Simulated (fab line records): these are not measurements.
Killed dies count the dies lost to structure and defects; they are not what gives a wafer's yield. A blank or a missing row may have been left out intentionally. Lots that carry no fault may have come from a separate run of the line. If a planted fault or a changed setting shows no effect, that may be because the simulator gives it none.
Split-lot study || flow n5Finfet || 36 wafers read across 7 lots, on a route 1938 steps long

== THE SPLIT ==
At N5_BEOL_M5_TRENCH_ETCH_37 (etches SiCOH lowk in C4F6/O2, target depth 71.652 nm, time 24.7 s), the setting targetDepthA was moved away from the recipe's 716.52 angstrom on 13 of the 36 wafers read, by -54.8% to +20.7%. This setting was run at the recipe's value on the other wafers.

== FROM THE SPLIT TO THE READING: what the file shows between them, 14 steps ==
- N5_BEOL_M5_ETCH_41: etches SiCN in CH3F/O2, target depth 31.5 nm, time 56.7 s
- N5_BEOL_M5_STRIP_91: strips in N2/H2, time 10 s
- N5_BEOL_M5_OCD_MEAS_38
- N5_BEOL_M5_HM_STRIP_39: strips TiN in peroxide tin strip, target depth 25 nm, time 158 s
- N5_BEOL_M5_SRD_40: time 30 s
- N5_BEOL_M5_PRECLEAN_42: cleans in residue remover, time 60 s
- N5_BEOL_M5_ECD_50: material Cu, target thk 300 nm
- N5_BEOL_M5_ANNEAL_51: time 90 s
- N5_BEOL_M5_CMP_52: polishes, stops on SiCOH lowk, t overpolish 6.9 s, target thk 62 nm
- N5_BEOL_M5_THK_MEAS_53: measures by xrf
- N5_BEOL_M5_PRE_CLEAN_77: time 15 s
- N5_BEOL_M5_CO_CAP_78: material Co, precursor CCTBA/H2, target thk 2 nm, time 102.1 s
- N5_BEOL_M5_PRE_CLEAN_55: time 15 s
- N5_BEOL_M5_DEP_56: deposits SiCN from 3MS/NH3, target thk 8 nm, time 14 s

== THE READING ==
Measured at N5_BEOL_M5_RS_MEAS_57 by four-point probe: M5_RS, in ohm/sq. A value of 0.392 ohm/sq with a standard deviation of 0.012 ohm/sq is what fault-free wafers of this fab line usually give.

{"wafer": "L075.1", "tool, chamber at the split": "rieDiel-05, 3", "targetDepthA as run, angstrom": 323.6, "against the recipe": "-54.8%", "M5_RS, ohm/sq": 1.463, "against lot-mates on the recipe": "+1.076"}
{"wafer": "L075.2", "tool, chamber at the split": "rieDiel-05, 0", "targetDepthA as run, angstrom": 716.52, "against the recipe": "recipe", "M5_RS, ohm/sq": 0.378, "against lot-mates on the recipe": "-"}
{"wafer": "L075.3", "tool, chamber at the split": "rieDiel-05, 1", "targetDepthA as run, angstrom": 323.6, "against the recipe": "-54.8%", "M5_RS, ohm/sq": 1.375, "against lot-mates on the recipe": "+0.988"}
{"wafer": "L075.4", "tool, chamber at the split": "rieDiel-05, 2", "targetDepthA as run, angstrom": 716.52, "against the recipe": "recipe", "M5_RS, ohm/sq": 0.384, "against lot-mates on the recipe": "-"}
{"wafer": "L075.5", "tool, chamber at the split": "rieDiel-05, 2", "targetDepthA as run, angstrom": 716.52, "against the recipe": "recipe", "M5_RS, ohm/sq": 0.398, "against lot-mates on the recipe": "-"}
{"wafer": "L075.6", "tool, chamber at the split": "rieDiel-05, 1", "targetDepthA as run, angstrom": 323.6, "against the recipe": "-54.8%", "M5_RS, ohm/sq": 1.343, "against lot-mates on the recipe": "+0.956"}
{"wafer": "L081.1", "tool, chamber at the split": "rieDiel-06, 3", "targetDepthA as run, angstrom": 716.52, "against the recipe": "recipe", "M5_RS, ohm/sq": 0.391, "against lot-mates on the recipe": "-"}
{"wafer": "L081.2", "tool, chamber at the split": "rieDiel-06, 1", "targetDepthA as run, angstrom": 848.6, "against the recipe": "+18.4%", "M5_RS, ohm/sq": 0.297, "against lot-mates on the recipe": -0.092}
{"wafer": "L081.3", "tool, chamber at the split": "rieDiel-06, 0", "targetDepthA as run, angstrom": 848.6, "against the recipe": "+18.4%", "M5_RS, ohm/sq": 0.302, "against lot-mates on the recipe": -0.087}
{"wafer": "L081.4", "tool, chamber at the split": "rieDiel-06, 3", "targetDepthA as run, angstrom": 848.6, "against the recipe": "+18.4%", "M5_RS, ohm/sq": 0.320, "against lot-mates on the recipe": -0.069}
{"wafer": "L081.5", "tool, chamber at the split": "rieDiel-06, 0", "targetDepthA as run, angstrom": 716.52, "against the recipe": "recipe", "M5_RS, ohm/sq": 0.383, "against lot-mates on the recipe": "-"}
{"wafer": "L081.6", "tool, chamber at the split": "rieDiel-06, 1", "targetDepthA as run, angstrom": 716.52, "against the recipe": "recipe", "M5_RS, ohm/sq": 0.394, "against lot-mates on the recipe": "-"}
{"wafer": "L082.1", "tool, chamber at the split": "rieDiel-06, 1", "targetDepthA as run, angstrom": 716.52, "against the recipe": "recipe", "M5_RS, ohm/sq": 0.385, "against lot-mates on the recipe": "-"}
{"wafer": "L082.2", "tool, chamber at the split": "rieDiel-06, 2", "targetDepthA as run, angstrom": 433, "against the recipe": "-39.6%", "M5_RS, ohm/sq": 0.776, "against lot-mates on the recipe": "+0.388"}
{"wafer": "L082.3", "tool, chamber at the split": "rieDiel-06, 0", "targetDepthA as run, angstrom": 433, "against the recipe": "-39.6%", "M5_RS, ohm/sq": 0.788, "against lot-mates on the recipe": "+0.400"}
{"wafer": "L082.4", "tool, chamber at the split": "rieDiel-06, 3", "targetDepthA as run, angstrom": 433, "against the recipe": "-39.6%", "M5_RS, ohm/sq": 0.948, "against lot-mates on the recipe": "+0.560"}
{"wafer": "L082.5", "tool, chamber at the split": "rieDiel-06, 0", "targetDepthA as run, angstrom": 716.52, "against the recipe": "recipe", "M5_RS, ohm/sq": 0.387, "against lot-mates on the recipe": "-"}
{"wafer": "L082.6", "tool, chamber at the split": "rieDiel-06, 1", "targetDepthA as run, angstrom": 716.52, "against the recipe": "recipe", "M5_RS, ohm/sq": 0.393, "against lot-mates on the recipe": "-"}
{"wafer": "L084.3", "tool, chamber at the split": "rieDiel-02, 2", "targetDepthA as run, angstrom": 716.52, "against the recipe": "recipe", "M5_RS, ohm/sq": 0.373, "against lot-mates on the recipe": "-"}
{"wafer": "L084.5", "tool, chamber at the split": "rieDiel-02, 0", "targetDepthA as run, angstrom": 716.52, "against the recipe": "recipe", "M5_RS, ohm/sq": 0.388, "against lot-mates on the recipe": "-"}
{"wafer": "L084.6", "tool, chamber at the split": "rieDiel-02, 1", "targetDepthA as run, angstrom": 716.52, "against the recipe": "recipe", "M5_RS, ohm/sq": 0.378, "against lot-mates on the recipe": "-"}
{"wafer": "L087.1", "tool, chamber at the split": "rieDiel-02, 1", "targetDepthA as run, angstrom": 537.1, "against the recipe": "-25.0%", "M5_RS, ohm/sq": 0.591, "against lot-mates on the recipe": "+0.207"}
{"wafer": "L087.2", "tool, chamber at the split": "rieDiel-02, 2", "targetDepthA as run, angstrom": 716.52, "against the recipe": "recipe", "M5_RS, ohm/sq": 0.372, "against lot-mates on the recipe": "-"}
{"wafer": "L087.3", "tool, chamber at the split": "rieDiel-02, 3", "targetDepthA as run, angstrom": 537.1, "against the recipe": "-25.0%", "M5_RS, ohm/sq": 0.604, "against lot-mates on the recipe": "+0.220"}
{"wafer": "L087.4", "tool, chamber at the split": "rieDiel-02, 0", "targetDepthA as run, angstrom": 716.52, "against the recipe": "recipe", "M5_RS, ohm/sq": 0.393, "against lot-mates on the recipe": "-"}
{"wafer": "L087.5", "tool, chamber at the split": "rieDiel-02, 0", "targetDepthA as run, angstrom": 537.1, "against the recipe": "-25.0%", "M5_RS, ohm/sq": 0.639, "against lot-mates on the recipe": "+0.255"}
{"wafer": "L087.6", "tool, chamber at the split": "rieDiel-02, 3", "targetDepthA as run, angstrom": 716.52, "against the recipe": "recipe", "M5_RS, ohm/sq": 0.387, "against lot-mates on the recipe": "-"}
{"wafer": "L096.1", "tool, chamber at the split": "rieDiel-05, 3", "targetDepthA as run, angstrom": 716.52, "against the recipe": "recipe", "M5_RS, ohm/sq": 0.380, "against lot-mates on the recipe": "-"}
{"wafer": "L096.2", "tool, chamber at the split": "rieDiel-05, 2", "targetDepthA as run, angstrom": 716.52, "against the recipe": "recipe", "M5_RS, ohm/sq": 0.379, "against lot-mates on the recipe": "-"}
{"wafer": "L096.3", "tool, chamber at the split": "rieDiel-05, 1", "targetDepthA as run, angstrom": 716.52, "against the recipe": "recipe", "M5_RS, ohm/sq": 0.377, "against lot-mates on the recipe": "-"}
{"wafer": "L096.4", "tool, chamber at the split": "rieDiel-05, 1", "targetDepthA as run, angstrom": 716.52, "against the recipe": "recipe", "M5_RS, ohm/sq": 0.395, "against lot-mates on the recipe": "-"}
{"wafer": "L096.5", "tool, chamber at the split": "rieDiel-05, 2", "targetDepthA as run, angstrom": 716.52, "against the recipe": "recipe", "M5_RS, ohm/sq": 0.392, "against lot-mates on the recipe": "-"}
{"wafer": "L096.6", "tool, chamber at the split": "rieDiel-05, 3", "targetDepthA as run, angstrom": 716.52, "against the recipe": "recipe", "M5_RS, ohm/sq": 0.381, "against lot-mates on the recipe": "-"}
{"wafer": "L097.1", "tool, chamber at the split": "rieDiel-05, 3", "targetDepthA as run, angstrom": 716.52, "against the recipe": "recipe", "M5_RS, ohm/sq": 0.393, "against lot-mates on the recipe": "-"}
{"wafer": "L097.2", "tool, chamber at the split": "rieDiel-05, 1", "targetDepthA as run, angstrom": 716.52, "against the recipe": "recipe", "M5_RS, ohm/sq": 0.393, "against lot-mates on the recipe": "-"}
{"wafer": "L097.4", "tool, chamber at the split": "rieDiel-05, 3", "targetDepthA as run, angstrom": 865, "against the recipe": "+20.7%", "M5_RS, ohm/sq": 0.304, "against lot-mates on the recipe": -0.089}

FIT RESULTS
A straight line over all 36 wafers: M5_RS changes by -0.0138 ohm/sq for each +1% of targetDepthA; r = -0.94; the points scatter about the line by 0.11 ohm/sq.
The same after taking each lot's own level away (the mean of its wafers on the recipe; 36 wafers): -0.0139 ohm/sq for each +1%; r = -0.94; scatter 0.11 ohm/sq.
That fit puts the effect of the largest move of targetDepthA on the reading at 0.76 ohm/sq.
Measured against the standard deviation above, the lots' own levels, which go from 0.3797 to 0.3930 ohm/sq, span 1.1 times it.
The two slopes agree, so the slope changes little with the lot-to-lot level.
Check: for one of the wafers moved furthest among these (-54.8%), held out of the fit, the line's prediction against its lot-mates is +0.719 ohm/sq. It came out at +1.08 ohm/sq against them.

== THE WHOLE CHAIN: every reading that the file lists as answering this split, in the file's order ==
{"step": "N5_BEOL_M5_TRENCH_ETCH_37", "what it does": "etches SiCOH lowk in C4F6/O2, target depth 71.652 nm, time 24.7 s", "reading": "BEOL_M5.featureDepthNm (the simulator's own value, which no gauge read)", "change (the file's fit)": "+0.71 nm for each +1% of the setting", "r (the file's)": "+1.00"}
{"step": "N5_BEOL_M5_TRENCH_ETCH_37", "what it does": "etches SiCOH lowk in C4F6/O2, target depth 71.652 nm, time 24.7 s", "reading": "etch.depthNm (the simulator's own value, which no gauge read)", "change (the file's fit)": "+0.71 nm for each +1% of the setting", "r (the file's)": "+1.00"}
{"step": "N5_BEOL_M5_TRENCH_ETCH_37", "what it does": "etches SiCOH lowk in C4F6/O2, target depth 71.652 nm, time 24.7 s", "reading": "TiN_of_BEOL_M5_HM_DEP_02.thkNm (the simulator's own value, which no gauge read)", "change (the file's fit)": "-0.0187 nm for each +1% of the setting", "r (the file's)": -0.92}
{"step": "N5_BEOL_M5_OCD_MEAS_38", "what it does": "", "reading": "trenchDepthNm", "change (the file's fit)": "+0.707 nm for each +1% of the setting", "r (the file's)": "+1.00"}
{"step": "N5_BEOL_M5_CMP_52", "what it does": "polishes, stops on SiCOH lowk, t overpolish 6.9 s, target thk 62 nm", "reading": "Cu_of_BEOL_M5_ECD_50.thkNm (the simulator's own value, which no gauge read)", "change (the file's fit)": "+0.719 nm for each +1% of the setting", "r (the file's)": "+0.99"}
{"step": "N5_BEOL_M5_THK_MEAS_53", "what it does": "measures by xrf", "reading": "M5_THK", "change (the file's fit)": "+0.739 for each +1% of the setting", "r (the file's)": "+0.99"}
{"step": "N5_BEOL_M5_RS_MEAS_57", "what it does": "measures by four-point-probe", "reading": "M5_RS", "change (the file's fit)": "-0.0141 for each +1% of the setting", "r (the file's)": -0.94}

== FILE'S OWN FIT ==
M5_RS changes by -0.0141 ohm/sq for each +1% of targetDepthA, r = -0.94.
